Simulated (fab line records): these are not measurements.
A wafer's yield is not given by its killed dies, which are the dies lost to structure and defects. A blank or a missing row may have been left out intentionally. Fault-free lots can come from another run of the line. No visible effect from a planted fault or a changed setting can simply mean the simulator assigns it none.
fab line records	flow n5-finfet
[record] lots = 11	wafers = 30	last-day = 19
route steps=1938 shown BEOL_M14@1730 BEOL_M15@1773 PASSIVATION@1936
lots with no fault: from the same line, run without faults
start-h: the number of hours between the record's first day and the start of the first shown wafer of the lot	wait-h: time in hours since the lot's previous step	" same as the row above	L1.1+2: a single row standing in for several wafers	- value missing, or start not given	* or withheld: withheld	< > ~ a bound
route shown NAME@n: names a module that has steps shown in the file, with the first one's number in the route	usual: average and standard deviation across the fault-free wafers	same: alike in all rows	chamber/n: place in a boat	sites: the reading at each site	_std_site: the values' standard deviation	_edge_site: outer sites' mean less inner sites'	radius-mm: for every site, how far away it sits from the centre of the wafer	mask NAME#n: copy n	behind: the tool/chamber that last shaped the wafer	hold: reason for holding the lot/hours on hold/outcome of the hold	device: names the non-switching transistor (n, p or np)	end of line: the same wafers' tests at the end of the route	a step with no rows: only its recipe	killed: at the first sort, the dies lost to defects and structure; wafer yield is something else	map: the dies of a wafer, with x for killed, . for not killed, _ for no die there
set.NAME: the setting as run; set.NAME@STEP: as run at that earlier step	model.NAME: the simulator's own value behind a step, which no gauge read
route steps across a sampled set of lots; one table per step, one row per wafer
services: from which hour (start-h, from the record's first day; less than 0 if before it) a tool's chamber was out of use, for how many hours, and why
[[steps]]
[step N5_BEOL_M14_ETCH_59]
[recipe] chemistry = N2/H2	target = BARC	target-depth-a = 890	overetch-a = 267	time-s = 67.9	ion-energy-ev = 200	pressure-mtorr = 30	source-w = 840	bias-w = 150	n2-flow-sccm = 200	h2-flow-sccm = 200
[usual] drypump-motor-current-A = 5.6/0.43	oes-product-au = 0.69/0.044	rf-vpp-V = 524.2/2.8	showerhead-plenum-p-Torr = 2.55/0.098	throttle-valve-pct = 17.83/0.21
lot.wafer	tool	chamber	start-h	wait-h	drypump-motor-current-A	oes-product-au	rf-hours-counter-h	rf-vpp-V	showerhead-plenum-p-Torr	throttle-valve-pct
L699.1	rie-diel-03	0	261.41	0.0	5.4	0.65	158	520.5	2.44	17.86
L699.2	"	3	"	"	5.5	0.66	115	528.2	2.67	17.73
L699.6	"	2	"	"	5.6	0.63	-	521.0	2.45	18.06
L698.2	rie-diel-01	0	270.21	0.0	5.5	0.71	47	521.5	2.47	17.77
L698.3	"	2	"	"	6.0	0.80	13	528.1	2.70	17.81
L698.5	"	2	"	"	5.9	0.80	-	527.5	2.70	17.80
L702.3	rie-diel-01	3	296.57	0.0	5.0	0.72	74	525.5	2.56	17.60
L702.5	"	2	"	"	5.9	0.78	-	529.1	2.70	17.83
L701.1	rie-diel-04	1	296.84	0.0	6.5	0.69	87	520.8	2.46	18.21
L701.5	"	0	"	"	5.1	0.74	-	523.1	2.47	17.61
L705.1	rie-diel-01	3	321.56	0.0	5.0	0.71	81	525.3	2.56	17.62
L705.3	"	2	"	"	6.0	0.77	30	527.5	2.70	17.83
L705.6	"	3	"	"	5.0	0.71	-	525.5	2.56	17.61
L715.2	rie-diel-01	1	382.32	0.0	5.2	0.69	73	526.4	2.59	17.74
L715.4	"	0	"	"	5.5	0.68	87	520.0	2.45	17.85
L714.4	rie-diel-03	0	394.69	0.0	5.3	0.61	204	520.0	2.43	17.95
L714.5	"	3	"	"	5.5	0.62	-	525.9	2.65	17.81
L714.6	"	0	"	"	5.4	0.61	-	520.4	2.43	17.96
L716.4	rie-diel-01	0	398.84	0.0	5.5	0.67	-	522.1	2.45	17.86
L716.5	"	2	"	"	6.0	0.72	-	528.2	2.68	17.91
L716.6	"	1	"	"	5.2	0.69	-	523.7	2.58	17.79
L718.1	rie-diel-03	0	401.48	0.0	5.3	0.61	206	519.8	2.42	17.95
L718.2	"	2	"	"	5.6	0.60	195	520.5	2.43	18.15
L718.3	"	3	"	"	5.5	0.63	160	526.7	2.65	17.82
L719.1	rie-diel-03	2	402.28	0.0	5.6	0.60	195	519.3	2.43	18.14
L719.3	"	3	"	"	5.5	0.62	160	527.1	2.65	17.81
L719.5	"	2	"	"	5.6	0.59	-	522.4	2.43	18.15
L721.1	rie-diel-04	2	438.65	0.0	5.4	0.64	171	522.1	2.53	17.59
L721.3	"	0	"	"	5.1	0.69	72	522.9	2.45	17.71
L721.5	"	2	"	"	5.4	0.64	-	521.9	2.53	17.60
[step N5_BEOL_M15_ILD_DEP_00]
[recipe] material = SiO2	target-thk-a = 16293	temp-c = 400	precursor = TEOS/O2	pressure-torr = 6.5	rf-w = 900	teos-flow-sccm = 161.4	gas = O2	flow-sccm = 2650	time-s = 346.1
[usual] heater-power-w = 518/99	showerhead-plenum-p-Torr = 8.34/0.05	throttle-valve-pct = 18.4/0.78
lot.wafer	tool	chamber	start-h	wait-h	heater-power-w	showerhead-plenum-p-Torr	throttle-valve-pct
L699.1	pecvd-03	2	269.43	0.0	541	8.26	18.2
L699.2	"	0	"	"	497	8.32	18.1
L699.6	"	2	"	"	645	8.26	18.1
L698.2	pecvd-01	0	276.99	0.0	688	8.42	17.1
L698.3	"	2	"	"	501	8.31	18.2
L698.5	"	0	"	"	547	8.40	16.9
L702.3	pecvd-01	0	299.93	0.0	559	8.40	17.0
L702.5	"	1	"	"	535	8.32	19.0
L701.1	pecvd-03	0	300.30	0.0	522	8.31	18.0
L701.5	"	2	"	"	503	8.26	18.2
L705.1	pecvd-01	1	324.78	0.0	473	8.31	19.3
L705.3	"	2	"	"	390	8.31	18.3
L705.6	"	2	"	"	486	8.28	18.0
L715.2	pecvd-03	0	392.88	0.0	472	8.32	18.6
L715.4	"	0	"	"	533	8.30	17.9
L714.4	pecvd-03	0	400.55	0.1	394	8.32	18.1
L714.5	"	2	"	"	658	8.24	18.5
L714.6	"	1	"	"	570	8.36	18.5
L716.4	pecvd-01	1	404.37	0.1	422	8.34	19.1
L716.5	"	0	"	"	684	8.42	16.8
L716.6	"	2	"	"	510	8.31	18.2
L718.1	pecvd-03	1	411.77	0.0	736	8.33	18.5
L718.2	"	0	"	"	509	8.30	18.3
L718.3	"	2	"	"	609	8.25	18.7
L719.1	pecvd-01	0	413.05	0.0	533	8.42	17.0
L719.3	"	2	"	"	484	8.32	18.3
L719.5	"	0	"	"	643	8.42	17.1
L721.1	pecvd-04	1	442.83	0.0	440	8.34	19.1
L721.3	"	0	"	"	377	8.41	19.8
L721.5	"	2	"	"	555	8.38	18.2
[step N5_BEOL_M15_CD_MEAS_10]
[recipe] target-cd-nm = 360	landing-energy-ev = 500	detector = se-inlens	polarity = opening
[usual] cd-nm = 360.7/1.8
lot.wafer	tool	chamber	start-h	wait-h	cd-nm
L699.1	cd-sem-03	0	270.11	-	359.6
L699.2	"	0	"	"	359.8
L699.6	"	0	"	"	358.8
L698.2	cd-sem-02	0	277.67	-	360.0
L698.3	"	0	"	"	360.2
L698.5	"	0	"	"	361.0
L702.3	cd-sem-02	0	300.61	-	363.6
L702.5	"	0	"	"	360.9
L701.1	cd-sem-01	0	300.85	-	362.2
L701.5	"	0	"	"	365.1
L705.1	cd-sem-01	0	325.33	-	360.7
L705.3	"	0	"	"	358.6
L705.6	"	0	"	"	360.1
L715.2	cd-sem-03	0	393.67	-	360.5
L715.4	"	0	"	"	364.6
L714.4	cd-sem-02	0	401.00	-	359.2
L714.5	"	0	"	"	360.8
L714.6	"	0	"	"	361.7
L716.4	cd-sem-01	0	404.95	-	361.0
L716.5	"	0	"	"	362.8
L716.6	"	0	"	"	359.4
L718.1	cd-sem-03	0	412.44	-	361.2
L718.2	"	0	"	"	361.0
L718.3	"	0	"	"	358.3
L719.1	cd-sem-01	0	413.74	-	361.5
L719.3	"	0	"	"	362.4
L719.5	"	0	"	"	361.5
L721.1	cd-sem-02	0	443.38	-	361.0
L721.3	"	0	"	"	360.4
L721.5	"	0	"	"	362.3
[step N5_BEOL_M15_INSPECT_12]
[recipe] mode = adi	inspect-instrument = macro
[usual] raw-defect-count = 2.1/1.5
lot.wafer	tool	chamber	start-h	wait-h	raw-defect-count
L699.1	defect-inspect-02	-	270.16	0.0	2
L699.2	"	-	"	"	1
L699.6	"	-	"	"	4
L698.2	defect-inspect-01	-	277.73	0.0	3
L698.3	"	-	"	"	2
L698.5	"	-	"	"	1
L702.3	defect-inspect-01	-	300.66	0.0	2
L702.5	"	-	"	"	2
L701.1	defect-inspect-02	-	300.91	0.0	1
L701.5	"	-	"	"	3
L705.1	defect-inspect-01	-	325.39	0.0	2
L705.3	"	-	"	"	2
L705.6	"	-	"	"	2
L715.2	defect-inspect-01	-	393.73	0.0	4
L715.4	"	-	"	"	3
L714.4	defect-inspect-01	-	401.05	0.0	245
L714.5	"	-	"	"	271
L714.6	"	-	"	"	269
L716.4	defect-inspect-02	-	405.00	0.0	4
L716.5	"	-	"	"	1
L716.6	"	-	"	"	1
L718.1	defect-inspect-02	-	412.50	0.0	252
L718.2	"	-	"	"	290
L718.3	"	-	"	"	268
L719.1	defect-inspect-01	-	413.80	0.0	0
L719.3	"	-	"	"	3
L719.5	"	-	"	"	0
L721.1	defect-inspect-02	-	443.44	0.0	4
L721.3	"	-	"	"	1
L721.5	"	-	"	"	1
[step N5_BEOL_M15_CD_MEAS_28]
[recipe] target-cd-nm = 407.6	landing-energy-ev = 500	detector = se-inlens
[usual] cd-nm = 407.9/2.2
lot.wafer	tool	chamber	start-h	wait-h	cd-nm
L699.1	cd-sem-03	0	271.74	-	408.8
L699.2	"	0	"	"	412.4
L699.6	"	0	"	"	409.9
L698.2	cd-sem-02	0	279.29	-	409.5
L698.3	"	0	"	"	408.6
L698.5	"	0	"	"	405.5
L702.3	cd-sem-01	0	302.13	-	409.7
L702.5	"	0	"	"	410.6
L701.1	cd-sem-02	0	302.48	-	407.4
L701.5	"	0	"	"	408.8
L705.1	cd-sem-01	0	326.79	-	405.5
L705.3	"	0	"	"	406.6
L705.6	"	0	"	"	409.7
L715.2	cd-sem-01	0	395.14	-	408.0
L715.4	"	0	"	"	406.5
L714.4	cd-sem-03	0	402.60	-	408.9
L714.5	"	0	"	"	408.2
L714.6	"	0	"	"	409.8
L716.4	cd-sem-03	0	406.54	-	408.0
L716.5	"	0	"	"	409.2
L716.6	"	0	"	"	407.3
L718.1	cd-sem-02	0	414.39	-	409.2
L718.2	"	0	"	"	410.5
L718.3	"	0	"	"	406.4
L719.1	cd-sem-02	0	415.43	-	410.9
L719.3	"	0	"	"	406.8
L719.5	"	0	"	"	407.7
L721.1	cd-sem-02	0	444.87	-	409.1
L721.3	"	0	"	"	412.1
L721.5	"	0	"	"	407.2
[step N5_BEOL_M15_INSPECT_30]
[recipe] mode = adi	inspect-instrument = macro
[usual] raw-defect-count = 2.4/1.6
lot.wafer	tool	chamber	start-h	wait-h	raw-defect-count
L699.1	defect-inspect-01	-	271.79	0.0	2
L699.2	"	-	"	"	2
L699.6	"	-	"	"	3
L698.2	defect-inspect-02	-	279.35	0.0	2
L698.3	"	-	"	"	2
L698.5	"	-	"	"	2
L702.3	defect-inspect-01	-	302.18	0.0	2
L702.5	"	-	"	"	4
L701.1	defect-inspect-01	-	302.53	0.0	4
L701.5	"	-	"	"	6
L705.1	defect-inspect-01	-	326.85	0.0	5
L705.3	"	-	"	"	3
L705.6	"	-	"	"	2
L715.2	defect-inspect-01	-	395.19	0.0	4
L715.4	"	-	"	"	2
L714.4	defect-inspect-02	-	402.65	0.0	243
L714.5	"	-	"	"	271
L714.6	"	-	"	"	258
L716.4	defect-inspect-01	-	406.59	0.0	2
L716.5	"	-	"	"	3
L716.6	"	-	"	"	4
L718.1	defect-inspect-02	-	414.45	0.0	259
L718.2	"	-	"	"	300
L718.3	"	-	"	"	258
L719.1	defect-inspect-01	-	415.49	0.0	6
L719.3	"	-	"	"	3
L719.5	"	-	"	"	2
L721.1	defect-inspect-02	-	444.92	0.0	1
L721.3	"	-	"	"	3
L721.5	"	-	"	"	0
[step N5_PASSIVATION_PROBE_49]
[usual] defect-limited-yield = 91.0/1.5	killed_at_M0_to_M3 = 35/11	killed_at_M4_up = 13/5	killed-at-contacts = 12/5.9	killed-at-front-end = 42/13	killed-at-other = 3/3.2	killed-dies = 106/18	killed-on-rim = 14/4.2	killed-open = 69/13	killed-short = 35/8.9	sort_bin_5_function = 5.2/0.95	sort_bin_6_memory = 3.3/0.71	sort-n-pass = 1074/18	sort-yield-pct = 91.0/1.5
[same] gross-dies = 1180	killed-at-back-side = 0	sort_bin_4_leakage[%] = 0	sort_bin_8_speed[%] = 0
lot.wafer	tool	chamber	start-h	wait-h	defect-limited-yield[%]	killed_at_M0_to_M3	killed_at_M4_up	killed-at-contacts	killed-at-front-end	killed-at-other	killed-dies	killed-on-rim	killed-open	killed-short	sort_bin_5_function[%]	sort_bin_6_memory[%]	sort-n-pass	sort-yield-pct[%]
L714.4	prober-02	-	420.57	0.2	85.4	39	77	17	37	2	172	19	64	36	10.3	3.2	1008	85.4
L714.5	prober-02	-	420.62	0.2	88.4	51	45	11	29	1	137	33	70	31	6.6	3.6	1043	88.4
L714.6	prober-02	-	420.67	0.3	83.1	45	98	15	42	0	200	29	71	35	10.8	3.9	980	83.1
L718.1	prober-02	-	434.13	0.0	83.9	27	106	4	41	12	190	13	61	31	11.0	3.3	990	83.9
L718.2	prober-02	-	434.18	0.1	85.3	33	95	5	36	5	174	24	62	31	9.6	3.4	1006	85.3
L718.3	prober-02	-	434.23	0.1	88.4	32	46	11	40	8	137	27	64	37	7.6	3.0	1043	88.4
// killed by level:class
L714.4 BEOL_M15:unspecified=72 MOL_CONTACT_COAG:geometric-particle:open=14 FIN_SAQP:geometric-particle:open=13 BEOL_M1:geometric-particle:open=10 FIN_SAQP:geometric-particle:short=8 BEOL_M0_SAQP:geometric-particle:open=8 BEOL_M0_SAQP:geometric-particle:short=7 DUMMY_GATE:geometric-particle:open=5
L714.5 BEOL_M15:unspecified=36 BEOL_M0_SAQP:geometric-particle:open=18 BEOL_M3:geometric-particle:open=10 BEOL_M0_SAQP:geometric-particle:short=10 MOL_CONTACT_COAG:geometric-particle:open=9 FIN_SAQP:geometric-particle:open=7 FIN_SAQP:geometric-particle:short=4 STI_FIN_REVEAL:geometric-particle:open=4
L714.6 BEOL_M15:unspecified=90 FIN_SAQP:geometric-particle:short=13 FIN_SAQP:geometric-particle:open=13 MOL_CONTACT_COAG:geometric-particle:open=12 BEOL_M3:geometric-particle:open=12 BEOL_M0_SAQP:geometric-particle:short=7 BEOL_M0_SAQP:geometric-particle:open=6 BEOL_M1:geometric-particle:open=6
L718.1 BEOL_M15:unspecified=91 FIN_SAQP:geometric-particle:open=10 GATE_CUT:geometric-particle:short=9 BEOL_M4:geometric-particle:open=9 STI_FIN_REVEAL:geometric-particle:open=6 BEOL_M0_SAQP:geometric-particle:open=6 BEOL_M0_SAQP:geometric-particle:short=6 PASS1_CAP:geometric-particle:open=6
L718.2 BEOL_M15:unspecified=80 STI_FIN_REVEAL:geometric-particle:open=13 BEOL_M4:geometric-particle:open=10 BEOL_M0_SAQP:geometric-particle:short=9 BEOL_M0_SAQP:geometric-particle:open=8 BEOL_M3:geometric-particle:open=7 FIN_SAQP:geometric-particle:short=5 MOL_CONTACT_COAG:geometric-particle:open=4
L718.3 BEOL_M15:unspecified=35 BEOL_M3:geometric-particle:open=10 STI_FIN_REVEAL:geometric-particle:open=9 BEOL_M0_SAQP:geometric-particle:short=8 FIN_SAQP:geometric-particle:open=7 MOL_CONTACT_COAG:geometric-particle:open=7 BEOL_M4:geometric-particle:open=7 BEOL_M0_SAQP:geometric-particle:open=6
[[services]]
tool	chamber	start-h	hours	kind
pecvd-04	0	245.24	6.4	repair
rie-diel-01	2	246.55	8.5	repair
pecvd-03	1	278.44	12.3	repair
rie-diel-01	1	287.24	4.2	repair
pecvd-03	0	300.65	12.7	repair
rie-diel-03	3	307.29	5.7	repair
pecvd-01	0	310.77	1.8	repair
pecvd-04	1	321.81	5.6	repair
rie-diel-04	2	323.48	19.8	repair
pecvd-01	-	326.53	0.5	repair
pecvd-01	-	330.65	0.3	repair
pecvd-01	-	332.47	1.4	repair
pecvd-03	0	338.57	5.5	scheduled-down
rie-diel-03	1	365.16	4.2	repair
rie-diel-01	-	366.85	0.9	repair
rie-diel-03	2	375.72	4.9	repair
rie-diel-04	-	381.01	2.8	pm
pecvd-03	0	383.19	5.0	scheduled-down
pecvd-01	2	383.35	2.1	scheduled-down
pecvd-01	2	386.49	5.5	scheduled-down
pecvd-03	1	392.58	5.5	scheduled-down
pecvd-04	-	398.81	2.8	pm
pecvd-01	1	428.77	2.4	repair
[[key]]
[first-sign] step = N5_BEOL_M15_INSPECT_12	reading = raw-defect-count	direction = up	sigmas = 99+	usual = 2.1	struck = 265.8
[effect] step = N5_BEOL_M15_INSPECT_30	reading = raw-defect-count	direction = up	sigmas = 99+	usual = 2.4	struck = 264.8
[effect] step = N5_PASSIVATION_PROBE_49	reading = killed_at_M4_up	direction = up	sigmas = 13	usual = 13	struck = 78
[more-kills-born-at] N5_BEOL_M15_ILD_DEP_00@pecvd-03 = 404
met-at N5_BEOL_M15_ILD_DEP_00
struck-lots L714,L718
not-acting-at N5_BEOL_M14_ETCH_59,N5_BEOL_M15_CD_MEAS_10,N5_BEOL_M15_CD_MEAS_28
onset-between 392.88 400.55
[fault] kind = chamber-particle-source	tool = pecvd-03	chamber = -	onset-h = 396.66	steps = N5_BEOL_M15_ILD_DEP_00	rate-per-visit-cm2 = 0.39417	end-h = 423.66
